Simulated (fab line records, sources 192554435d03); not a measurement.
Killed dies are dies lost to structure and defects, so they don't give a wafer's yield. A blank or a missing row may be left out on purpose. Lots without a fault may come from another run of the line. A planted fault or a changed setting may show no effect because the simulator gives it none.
Split-lot experiment | flow n5_finfet | 7 lots, 39 wafers read, on a route of 1938 steps

THE SPLIT
At N5_BEOL_M0_SAQP_PECVD_00 (deposits SiCN from 3MS/NH3, target thk 8 nm, time 14 s), the setting time_s was moved away from the recipe's 14 s on 15 of the 39 wafers read, by -55.5% to +43.5%. The other wafers ran this setting at the recipe's value.

The reading is taken at the split's own step.

THE READING
SiCN_of_BEOL_M0_SAQP_PECVD_00.thk_nm (the simulator's own value, which no gauge read), in nm, at N5_BEOL_M0_SAQP_PECVD_00 (deposits SiCN from 3MS/NH3, target thk 8 nm, time 14 s). The file gives no usual value for it. The 24 wafers here that ran the recipe average 8.0 nm, standard deviation 0.16 nm.

wafer  | tool, chamber at the split | time_s as run, s | against the recipe | SiCN_of_BEOL_M0_SAQP_PECVD_00.thk_nm, nm | against lot-mates on the recipe
L075.1 | pecvd-03, 1,0,2            | 14               | recipe             | 7.8                                      | -
L075.2 | pecvd-03, 1,0,2            | 14               | recipe             | 7.8                                      | -
L075.5 | pecvd-03, 1,0,2            | 14               | recipe             | 7.8                                      | -
L077.1 | pecvd-04, 1                | 6.806            | -51.4%             | 4                                        | -3.9
L077.3 | pecvd-04, 1                | 6.806            | -51.4%             | 4                                        | -3.9
L077.2 | pecvd-04, 2                | 6.806            | -51.4%             | 3.8                                      | -4.1
L077.4 | pecvd-04, 2,1              | 14               | recipe             | 8                                        | -
L077.5 | pecvd-04, 2,1              | 14               | recipe             | 8                                        | -
L077.6 | pecvd-04, 2                | 14               | recipe             | 7.8                                      | -
L078.1 | pecvd-01, 1                | 14               | recipe             | 8                                        | -
L078.2 | pecvd-01, 2                | 20.09            | +43.5%             | 11.6                                     | +3.5
L078.4 | pecvd-01, 2                | 20.09            | +43.5%             | 11.6                                     | +3.5
L078.3 | pecvd-01, 1                | 14               | recipe             | 8.2                                      | -
L078.5 | pecvd-01, 1                | 14               | recipe             | 8.2                                      | -
L078.6 | pecvd-01, 2                | 20.09            | +43.5%             | 11.8                                     | +3.7
L080.1 | pecvd-03, 2                | 14               | recipe             | 7.8                                      | -
L080.2 | pecvd-03, 1,0              | 7.275            | -48.0%             | 4.2                                      | -3.8
L080.3 | pecvd-03, 1,0              | 7.275            | -48.0%             | 4.2                                      | -3.8
L080.4 | pecvd-03, 2                | 14               | recipe             | 8                                        | -
L080.5 | pecvd-03, 0                | 7.275            | -48.0%             | 4.4                                      | -3.6
L080.6 | pecvd-03, 1                | 14               | recipe             | 8.2                                      | -
L082.1 | pecvd-04, 1,0              | 14               | recipe             | 7.8                                      | -
L082.2 | pecvd-04, 1,0              | 14               | recipe             | 7.8                                      | -
L082.3 | pecvd-04, 2,1,0,2          | 14               | recipe             | 8                                        | -
L082.4 | pecvd-04, 2,1,0,2          | 14               | recipe             | 8                                        | -
L082.5 | pecvd-04, 2,1,0,2          | 14               | recipe             | 8                                        | -
L082.6 | pecvd-04, 2,1,0,2          | 14               | recipe             | 8                                        | -
L081.1 | pecvd-03, 0,1              | 14               | recipe             | 7.8                                      | -
L081.2 | pecvd-03, 0,1              | 14               | recipe             | 7.8                                      | -
L081.3 | pecvd-03, 2                | 7.353            | -47.5%             | 3.8                                      | -4.1
L081.4 | pecvd-03, 1                | 14               | recipe             | 8                                        | -
L081.5 | pecvd-03, 2                | 7.353            | -47.5%             | 4                                        | -3.9
L081.6 | pecvd-03, 0                | 7.353            | -47.5%             | 4.2                                      | -3.7
L089.1 | pecvd-01, 0                | 6.223            | -55.5%             | 3.4                                      | -4.8
L089.2 | pecvd-01, 2,1,2            | 14               | recipe             | 8.2                                      | -
L089.3 | pecvd-01, 2,1,2            | 14               | recipe             | 8.2                                      | -
L089.5 | pecvd-01, 2,1,2            | 14               | recipe             | 8.2                                      | -
L089.4 | pecvd-01, 1                | 6.223            | -55.5%             | 3.6                                      | -4.6
L089.6 | pecvd-01, 0                | 6.223            | -55.5%             | 3.8                                      | -4.4
Where a row lists several chambers, the file gives one row for several wafers and doesn't say which wafer went through which chamber.

THE FIT
A straight line over all 39 wafers: SiCN_of_BEOL_M0_SAQP_PECVD_00.thk_nm changes by +0.0807 nm for each +1% of time_s; r = +1.00; the points scatter about the line by 0.17 nm.
The same after taking each lot's own level away (the mean of its wafers on the recipe; 39 wafers): +0.0804 nm for each +1%; r = +1.00; scatter 0.13 nm.
On that fit, the largest move of time_s shifts the reading by 4.5 nm.
The lots' own levels span 7.80 to 8.20 nm, that is 2.6 times the standard deviation above.
So the lot-to-lot level changes the slope little: the two slopes agree.
Check: with one of the wafers moved furthest among these (-55.5%) left out of the fit, the line predicts -4.42 nm for it against its lot-mates. It came out at -4.8 nm against them.

OTHER SPLITS ON THESE WAFERS
These wafers also went through other splits before the reading. Each is held against what the fit with the lots' levels taken away leaves over:
other split on the same wafers | wafers away from the commonest value | r with SiCN_of_BEOL_M0_SAQP_PECVD_00.thk_nm (lot level and that fit taken away)
N5_FIN_SAQP_PECVD_47 time_s    | 18                                   | +0.17

THE FILE'S OWN FIT
SiCN_of_BEOL_M0_SAQP_PECVD_00.thk_nm changes by +0.0803 nm for each +1% of time_s, r = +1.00.
